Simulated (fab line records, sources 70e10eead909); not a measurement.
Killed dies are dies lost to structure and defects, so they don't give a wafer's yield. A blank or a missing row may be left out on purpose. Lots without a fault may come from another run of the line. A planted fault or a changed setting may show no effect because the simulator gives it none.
Chamber matching | flow nand_harc | NHARC_A_STAIRCASE_DEP_417 on pecvd-04: 3 sister chambers
The step deposits Si3N4, target thk 60 nm. 16 wafers are shown with their chamber, then 8 later ones without.

WAFERS WITH THEIR CHAMBER
wafer  | chamber | heater_power_w (W)
L075.2 | 0       | 685
L075.4 | 1       | 803
L075.5 | 2       | 698
L078.1 | 2       | 631
L078.2 | 0       | 640
L078.5 | 1       | 837
L081.1 | 0       | 698
L081.2 | 2       | 679
L081.3 | 1       | 811
L090.3 | 1       | 813
L090.4 | 1       | 807
L090.5 | 2       | 740
L092.1 | 1       | 752
L092.3 | 2       | 684
L092.6 | 0       | 678
L091.2 | 0       | 659

SIGNATURES (means of the wafers above)
reading        | chamber 0 | chamber 1 | chamber 2 | scatter within a chamber
heater_power_w | 672.00    | 803.83    | 686.40    | 30.6
Rule: a wafer's distance from a chamber is the root of the sum, over the readings, of the square of ((its reading less the chamber's mean) divided by the reading's scatter). The wafer belongs to the nearest chamber; if the next one is less than 2 further off, it can't be placed. The scatter: the root of (the sum of the squares of (reading less its chamber's mean) over the shown wafers, divided by (wafers less chambers)).

WAFERS WITHOUT THEIR CHAMBER
wafer  | heater_power_w (W)
L091.3 | 760
L091.6 | 784
L094.1 | 670
L094.2 | 713
L094.5 | 730
L095.2 | 730
L095.3 | 713
L095.5 | 728

WHICH CHAMBER EACH WENT THROUGH
wafer  | from the rows above          | in truth
L091.3 | can't be placed: 1 or 2 or 0 | 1
L091.6 | 1                            | 1
L094.1 | can't be placed: 0 or 2      | 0
L094.2 | can't be placed: 2 or 0      | 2
L094.5 | can't be placed: 2 or 0 or 1 | 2
L095.2 | can't be placed: 2 or 0 or 1 | 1
L095.3 | can't be placed: 2 or 0      | 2
L095.5 | can't be placed: 2 or 0 or 1 | 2
Placed correctly: 1 of 8. Can't be placed from these rows: 7 (the true chamber is among the candidates in 7). Placed wrongly: 0.
